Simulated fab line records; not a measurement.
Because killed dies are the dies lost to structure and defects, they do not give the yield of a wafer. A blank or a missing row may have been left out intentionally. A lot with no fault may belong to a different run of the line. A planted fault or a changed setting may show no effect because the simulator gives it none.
Which of the tools did it? | flow n5-finfet | 24 lots with 72 wafers sampled at 5 steps, on a route of 1938 steps

WHAT THE GAUGES READ, wafer by wafer
N5_BEOL_M9_CD_MEAS_35: target cd 70 nm, target cd y 40 nm. Usual: cd-nm reads 70.4 nm (standard deviation 0.61).
lot  | measured     | on        | cd-nm (nm)     | flag
L075 | day 10 20:36 | cd-sem-02 | 69.8 69.9 70.0 |
L074 | day 10 20:45 | cd-sem-03 | 71.0 70.8 70.7 |
L076 | day 11 03:50 | cd-sem-03 | 70.7 69.4 70.4 |
L078 | day 11 20:30 | cd-sem-01 | 70.3 70.6 70.5 |
L077 | day 12 04:41 | cd-sem-01 | 69.9 69.8 69.6 |
L079 | day 12 18:25 | cd-sem-03 | 69.5 70.1 70.5 |
L080 | day 12 23:13 | cd-sem-02 | 71.5 71.1 70.5 |
L081 | day 12 23:29 | cd-sem-01 | 70.8 69.2 71.2 |
L082 | day 13 06:05 | cd-sem-01 | 70.1 71.7 71.2 |
L083 | day 14 06:09 | cd-sem-01 | 70.1 71.1 70.3 |
L085 | day 15 02:24 | cd-sem-02 | 69.8 69.4 70.0 |
L084 | day 15 02:34 | cd-sem-02 | 69.9 69.9 69.7 |
L088 | day 15 09:03 | cd-sem-01 | 70.0 69.4 69.9 |
L086 | day 15 11:19 | cd-sem-01 | 69.9 70.4 70.8 |
L087 | day 15 11:24 | cd-sem-01 | 70.2 70.4 70.8 |
L089 | day 15 14:11 | cd-sem-02 | 70.1 69.7 70.2 |
L092 | day 15 21:26 | cd-sem-01 | 71.6 71.3 70.5 |
L090 | day 15 21:52 | cd-sem-01 | 70.8 71.8 70.2 |
L091 | day 16 07:37 | cd-sem-01 | 69.7 70.2 69.1 |
L094 | day 16 10:56 | cd-sem-03 | 70.6 71.0 71.5 |
L093 | day 16 14:25 | cd-sem-01 | 71.2 71.2 71.1 |
L095 | day 16 18:29 | cd-sem-02 | 70.3 70.3 70.0 |
L096 | day 16 18:59 | cd-sem-03 | 70.3 70.1 70.2 |
L097 | day 18 01:11 | cd-sem-02 | 70.1 70.4 69.9 |

N5_BEOL_M9_THK_MEAS_53: measures by xrf. Usual: M9_THK 138 nm, standard deviation 3.6.
lot  | measured     | on            | M9_THK (nm) | flag
L075 | day 10 23:32 | film-metro-01 | 131 131 130 |
L074 | day 11 00:08 | film-metro-02 | 141 136 140 |
L076 | day 11 05:48 | film-metro-01 | 137 141 139 |
L078 | day 11 22:48 | film-metro-02 | 141 139 139 |
L077 | day 12 06:49 | film-metro-02 | 141 139 142 |
L079 | day 12 20:13 | film-metro-01 | 141 142 138 |
L080 | day 13 01:20 | film-metro-02 | 142 133 131 |
L081 | day 13 01:35 | film-metro-02 | 140 142 140 |
L082 | day 13 08:07 | film-metro-01 | 140 138 136 |
L083 | day 14 08:40 | film-metro-02 | 142 137 139 |
L085 | day 15 04:50 | film-metro-01 | 136 141 142 |
L084 | day 15 05:04 | film-metro-02 | 135 137 134 |
L088 | day 15 10:58 | film-metro-02 | 135 146 135 |
L086 | day 15 14:42 | film-metro-01 | 138 141 140 |
L087 | day 15 15:25 | film-metro-02 | 130 134 130 |
L089 | day 15 17:09 | film-metro-01 | 131 132 132 |
L092 | day 15 23:37 | film-metro-01 | 139 138 135 |
L090 | day 16 00:32 | film-metro-02 | 138 138 142 |
L091 | day 16 10:38 | film-metro-02 | 143 139 143 |
L094 | day 16 13:41 | film-metro-02 | 141 136 137 |
L093 | day 16 16:58 | film-metro-02 | 131 133 130 |
L095 | day 16 22:49 | film-metro-01 | 138 141 141 |
L096 | day 16 23:05 | film-metro-01 | 135 136 136 |
L097 | day 18 03:34 | film-metro-02 | 144 139 140 |

N5_BEOL_M10_OVL_MEAS_12. Usual: M10_OVL -0.1 nm, standard deviation 0.89.
lot  | measured     | on         | M10_OVL (nm)   | flag
L075 | day 11 01:33 | overlay-02 | -0.8 -1.3 -0.5 |
L074 | day 11 01:43 | overlay-02 | -0.7 -1.3 -1.4 |
L076 | day 11 07:05 | overlay-02 | 0.5 0.0 -0.3   |
L078 | day 12 00:32 | overlay-01 | -1.1 0.2 0.4   |
L077 | day 12 09:15 | overlay-01 | 0.9 0.8 -0.9   |
L079 | day 12 23:55 | overlay-02 | 1.1 -0.5 0.0   |
L080 | day 13 03:47 | overlay-02 | 0.9 0.8 0.2    |
L081 | day 13 03:59 | overlay-01 | 1.0 0.8 -0.6   |
L082 | day 13 12:04 | overlay-01 | 0.5 0.1 0.1    |
L083 | day 14 10:34 | overlay-01 | -0.3 -0.8 0.0  |
L085 | day 15 07:08 | overlay-02 | 1.4 -0.5 -0.4  |
L084 | day 15 07:17 | overlay-02 | -1.1 0.3 -0.2  |
L088 | day 15 12:26 | overlay-02 | 0.3 -0.2 -2.0  |
L086 | day 15 17:44 | overlay-01 | -1.9 -1.6 -1.7 |
L087 | day 15 17:47 | overlay-01 | -0.7 -0.2 -0.4 |
L089 | day 15 21:52 | overlay-02 | 0.3 0.7 1.4    |
L092 | day 16 01:54 | overlay-02 | 0.4 0.0 1.1    |
L090 | day 16 03:02 | overlay-02 | 0.3 1.7 0.0    |
L091 | day 16 12:35 | overlay-02 | 1.0 0.6 0.2    |
L094 | day 16 15:25 | overlay-01 | -0.6 -1.1 -0.4 |
L093 | day 16 19:12 | overlay-01 | 0.2 -0.1 0.0   |
L095 | day 17 01:01 | overlay-02 | -0.6 -0.9 -0.6 |
L096 | day 17 01:40 | overlay-01 | -0.3 -0.2 -0.9 |
L097 | day 18 05:48 | overlay-01 | 0.1 0.0 -0.8   |

N5_BEOL_M10_CD_MEAS_28: the cd target is 70 nm. Usual: cd-nm reads 70.1 nm (standard deviation 0.99).
lot  | measured     | on        | cd-nm (nm)     | flag
L075 | day 11 02:43 | cd-sem-01 | 72.3 70.4 71.2 |
L074 | day 11 02:55 | cd-sem-03 | 68.8 69.8 68.7 |
L076 | day 11 08:04 | cd-sem-02 | 69.1 68.6 68.8 |
L078 | day 12 04:11 | cd-sem-01 | 68.2 68.9 70.3 |
L077 | day 12 11:24 | cd-sem-03 | 69.2 70.3 69.3 |
L079 | day 13 02:31 | cd-sem-01 | 71.6 70.7 69.9 |
L080 | day 13 05:34 | cd-sem-03 | 71.1 70.5 69.6 |
L081 | day 13 05:23 | cd-sem-01 | 69.5 70.0 70.3 |
L082 | day 13 14:47 | cd-sem-02 | 69.9 69.8 68.1 |
L083 | day 14 13:28 | cd-sem-01 | 71.3 71.6 71.0 |
L085 | day 15 08:20 | cd-sem-03 | 69.4 68.9 69.1 |
L084 | day 15 08:38 | cd-sem-03 | 72.2 71.1 71.3 |
L088 | day 15 13:22 | cd-sem-03 | 70.5 69.7 70.6 |
L086 | day 15 20:58 | cd-sem-03 | 69.3 69.8 70.3 |
L087 | day 15 21:01 | cd-sem-01 | 71.3 71.8 73.1 |
L089 | day 15 23:13 | cd-sem-03 | 70.3 70.2 69.5 |
L092 | day 16 03:09 | cd-sem-03 | 70.8 70.4 68.4 |
L090 | day 16 07:07 | cd-sem-02 | 70.1 70.0 71.1 |
L091 | day 16 13:40 | cd-sem-02 | 70.6 70.5 70.3 |
L094 | day 16 17:31 | cd-sem-03 | 71.6 71.9 70.9 |
L093 | day 16 21:39 | cd-sem-01 | 69.9 69.6 71.0 |
L095 | day 17 04:00 | cd-sem-01 | 69.7 70.3 71.1 |
L096 | day 17 03:49 | cd-sem-03 | 69.6 70.3 69.4 |
L097 | day 18 07:45 | cd-sem-02 | 70.1 71.4 69.1 |

WHICH TOOL RAN EACH LOT (tool, then ch and the chambers of the sampled wafers, then the start)
lot  | N5_BEOL_M9_TRENCH_ETCH_37
L075 | rie-diel-02 ch 2,3, day 10 20:36 or earlier
L074 | rie-diel-05 ch 0,3, day 10 20:45 or earlier
L076 | rie-diel-05 ch 1,2,3, day 11 03:50 or earlier
L078 | rie-diel-03 ch 0,1,2, day 11 20:30 or earlier
L077 | rie-diel-03 ch 0,2,3, day 12 04:41 or earlier
L079 | rie-diel-05 ch 0,1,2, day 12 18:25 or earlier
L080 | rie-diel-02 ch 0,2,3, day 12 23:13 or earlier
L081 | rie-diel-05 ch 0,1, day 12 23:29 or earlier
L082 | rie-diel-05 ch 0,1,3, day 13 06:05 or earlier
L083 | rie-diel-03 ch 0,1,2, day 14 06:09 or earlier
L085 | rie-diel-05 ch 2,3, day 15 02:24 or earlier
L084 | rie-diel-02 ch 1,2, day 15 02:34 or earlier
L088 | rie-diel-02 ch 0,2,3, day 15 09:03 or earlier
L086 | rie-diel-03 ch 1,3, day 15 11:19 or earlier
L087 | rie-diel-02 ch 1,2,3, day 15 11:24 or earlier
L089 | rie-diel-02 ch 2,3, day 15 14:11 or earlier
L092 | rie-diel-03 ch 0,1,2, day 15 21:26 or earlier
L090 | rie-diel-03 ch 2,3, day 15 21:52 or earlier
L091 | rie-diel-03 ch 1,2,3, day 16 07:37 or earlier
L094 | rie-diel-03 ch 1,2, day 16 10:56 or earlier
L093 | rie-diel-02 ch 1,2, day 16 14:25 or earlier
L095 | rie-diel-03 ch 0,2, day 16 18:29 or earlier
L096 | rie-diel-03 ch 1,2,3, day 16 18:59 or earlier
L097 | rie-diel-03 ch 0,1,3, day 18 01:11 or earlier
- N5_BEOL_M9_TRENCH_ETCH_37: etches SiCOH lowk in C4F6/O2, target depth 151.43 nm, time 49 s.

WHAT THE TOOLS THEMSELVES READ (means of the sampled wafers that have a number; where no wafer has one, the mark that the record gives instead)
N5_BEOL_M9_TRENCH_ETCH_37. Usual: drypump-motor-current-A 5.6 A, standard deviation 0.46; oes-product-au 0.82 a.u., standard deviation 0.11; rf-vpp-V 674 V, standard deviation 8.6; showerhead-plenum-p-Torr 2.87 Torr, standard deviation 0.089; throttle-valve-pct 20.74 %, standard deviation 0.24.
lot  | tool        | drypump-motor-current-A (A) | oes-product-au (a.u.) | rf-vpp-V (V) | showerhead-plenum-p-Torr (Torr) | throttle-valve-pct (%) | flag
L075 | rie-diel-02 | 5.7                         | 0.72                  | 669          | 2.85                            | 20.76                  |
L074 | rie-diel-05 | 5.4                         | 0.86                  | 667          | 2.83                            | 20.82                  |
L076 | rie-diel-05 | 5.3                         | 0.85                  | 680          | 2.99                            | 20.81                  |
L078 | rie-diel-03 | 5.7                         | 0.87                  | 674          | 2.87                            | 20.59                  |
L077 | rie-diel-03 | 5.3                         | 0.83                  | 682          | 2.90                            | 20.73                  |
L079 | rie-diel-05 | 5.5                         | 0.90                  | 673          | 2.94                            | 20.77                  |
L080 | rie-diel-02 | 5.5                         | 0.79                  | 670          | 2.84                            | 20.66                  |
L081 | rie-diel-05 | 5.5                         | 0.88                  | 667          | 2.86                            | 20.79                  |
L082 | rie-diel-05 | 5.3                         | 0.91                  | 674          | 2.90                            | 20.76                  |
L083 | rie-diel-03 | 5.7                         | 0.83                  | 674          | 2.86                            | 20.63                  |
L085 | rie-diel-05 | 5.4                         | 0.93                  | 679          | 2.98                            | 20.71                  |
L084 | rie-diel-02 | 6.2                         | 0.71                  | 671          | 2.79                            | 20.99                  |
L088 | rie-diel-02 | 5.5                         | 0.77                  | 669          | 2.83                            | 20.68                  |
L086 | rie-diel-03 | 5.6                         | 0.81                  | 677          | 2.86                            | 20.78                  |
L087 | rie-diel-02 | 6.0                         | 0.69                  | 669          | 2.78                            | 20.97                  |
L089 | rie-diel-02 | 5.9                         | 0.68                  | 667          | 2.77                            | 20.94                  |
L092 | rie-diel-03 | 5.7                         | 0.82                  | 675          | 2.86                            | 20.64                  |
L090 | rie-diel-03 | 5.4                         | 0.86                  | 679          | 2.88                            | 20.61                  |
L091 | rie-diel-03 | 5.7                         | 0.84                  | 675          | 2.85                            | 20.65                  |
L094 | rie-diel-03 | 5.9                         | 0.87                  | 672          | 2.85                            | 20.48                  |
L093 | rie-diel-02 | 5.9                         | 0.69                  | 672          | 2.84                            | 20.83                  |
L095 | rie-diel-03 | 5.3                         | 0.97                  | 679          | 2.89                            | 20.49                  |
L096 | rie-diel-03 | 5.7                         | 0.83                  | 674          | 2.85                            | 20.65                  |
L097 | rie-diel-03 | 5.5                         | 0.85                  | 678          | 2.85                            | 20.67                  |

THE ANSWER, worked out from the rows above alone
Rule: a lot counts as off when the mean over its wafers that have a number is more than 3 standard deviations away from the usual mean. A lot without any number at a reading at which 4 lots or more have one is off too. The other lots that the step has rows for count as sound. Order of review: gauges by route order, followed by the tools' own readings, for which a lot's mean as printed above is used. At the first step where some lot is off, the reading lying furthest off is the one used; lots without a number count as furthest.
Across all readings shown, no lot is off: no conclusion can be drawn from this.

WHAT WAS PUT IN BY THE SIMULATOR
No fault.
